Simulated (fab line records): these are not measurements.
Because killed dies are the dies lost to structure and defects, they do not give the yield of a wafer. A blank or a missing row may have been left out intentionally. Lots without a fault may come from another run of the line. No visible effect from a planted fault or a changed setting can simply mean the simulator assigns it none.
Comparing a struck lot with a sound one    flow n5-finfet    15 out of 1938 route steps
Sound: wafers L498.2, L498.4, L498.6. Struck: wafers L503.1, L503.5, L503.6. The cause is named last.
Each step with rows lists, per side, the tool, then ch with its chambers, then its first start. Under that, the readings that differ: sound wafers    struck wafers    difference of the means    sigmas: that difference in standard deviations of wafers without a fault.
alike: readings whose means differ by less than 2 such deviations, and words and numbers that are the same on both sides. not compared: withheld readings, readings that some wafer has no value for, bounds like >300 that may hide the same value, and numbers for which the record gives no deviation and whose values overlap.
A row with sigmas, a row that says differs or no value, or rows on one side alone: a step with any of these is where the two part. Non-overlapping numbers with no deviation appear without sigmas and do not part them. Lack of a reading on every wafer of one side parts them only where that side has two or more wafers.

N5_BEOL_M10_ANNEAL_51: time 90 s.
  sound on rtp-anneal-01 ch 0, day 12 16:54; struck on rtp-anneal-01 ch 0, day 13 21:08
  alike: wafer_temp_C_max
N5_BEOL_M10_CMP_52: polishes, stops on SiCOH lowk, t overpolish 7 s, target thk 140 nm.
  sound on cmp-02 ch 2,3, day 12 17:22; struck on cmp-03 ch 2,3, day 13 21:28
reading                       sound           struck          difference  sigmas
barrier-field-endpoint-s (s)  29.9 29.3 29.9  28.1 28.9 28.3  -1.3        -2
time-to-endpoint-s (s)        71.4 66.9 70.1  59.9 63.8 61.4  -7.8        -3
  alike: motor-current-A, overpolish-run-s, slurry-filter-dp-kPa
N5_BEOL_M10_THK_MEAS_53: measures by xrf.
  sound on film-metro-01 at day 12 17:40; struck on film-metro-01 at day 13 21:44
reading       sound              struck             difference  sigmas
M10_THK (nm)  141.3 142.6 141.6  136.7 137.6 134.4  -5.6        -2
then, 1 step without rows for these wafers: N5_BEOL_M10_PRE_CLEAN_55 (time 15 s).
N5_BEOL_M10_DEP_56: deposits SiCN from 3MS/NH3, target thk 15 nm, time 26.5 s.
  sound on pecvd-02 ch 0,1, day 12 17:44; struck on pecvd-04 ch 0,1,2, day 13 21:48
  alike: chamber-pressure-Torr, showerhead-plenum-p-Torr, throttle-valve-pct
N5_BEOL_M10_RS_MEAS_57: measures by four-point-probe.
  sound on film-metro-01 at day 12 17:50; struck on film-metro-02 at day 13 21:52
  alike: M10_RS
N5_BEOL_M10_INSPECT_58: inspects for defects (darkfield).
  sound on defect-inspect-01 at day 12 17:52; struck on defect-inspect-01 at day 13 21:53
reading           sound      struck    difference  sigmas
raw-defect-count  87 100 99  45 53 38  -50         -2
then, 2 steps without rows for these wafers: N5_BEOL_M11_ILD_DEP_00 (deposits SiCOH lowk from DEMS/porogen, target thk 308.51 nm, time 58 s); N5_BEOL_M11_CURE_71 (cures SiCOH lowk, time 240 s).
N5_BEOL_M11_THK_MEAS_01:
  sound on film-metro-01 at day 12 18:29; struck on film-metro-02 at day 13 22:32
  alike: M11_ILD_THK
N5_BEOL_M11_PECVD_70: deposits SiO2 from TEOS/O2, target thk 20 nm, time 22.7 s.
  sound on pecvd-01 ch 0,2, day 12 18:32; struck on pecvd-03 ch 1,2, day 13 22:34
  alike: chamber-pressure-Torr, heater-power-w, showerhead-plenum-p-Torr, throttle-valve-pct
N5_BEOL_M11_HM_DEP_02: deposits TiN, target thk 20 nm.
  sound on pvd-sputter-02 at day 12 19:06; struck on pvd-sputter-01 at day 14 01:05
  alike: throttle-valve-pct
N5_BEOL_M11_COAT_59: time 60 s, resist thk 100 nm.
  sound on litho-track-02 ch 0, day 12 19:13; struck on litho-track-02 ch 0, day 14 01:12
reading                   sound                 struck                difference  sigmas
heater-power-total-W (W)  500.1 498.9 497.4     494.6 493.6 492.5     -5.2        -3
plate-temp-C (C)          249.98 249.94 250.04  246.83 246.64 247.13  -3.12       -18
then, 1 step without rows for these wafers: N5_BEOL_M11_COAT_60 (time 60 s, resist thk 30 nm).
N5_PASSIVATION_PROBE_49:
  sound on prober-01 at day 14 13:58; struck on prober-01 at day 15 17:24
  alike: defect-limited-yield, killed_at_M0_to_M3, killed_at_M4_up, killed-at-contacts, killed-at-front-end, killed-at-other, killed-dies, killed-on-rim, killed-open, killed-short, sort_bin_5_function, sort_bin_6_memory, sort-n-pass, sort-yield-pct

== WHERE THEY PART ==
Earliest at N5_BEOL_M10_CMP_52; latest, in this record, at N5_BEOL_M11_COAT_59. Later steps at which nothing parts them and some readings are alike: N5_PASSIVATION_PROBE_49.

WHY: whatever the simulator had introduced
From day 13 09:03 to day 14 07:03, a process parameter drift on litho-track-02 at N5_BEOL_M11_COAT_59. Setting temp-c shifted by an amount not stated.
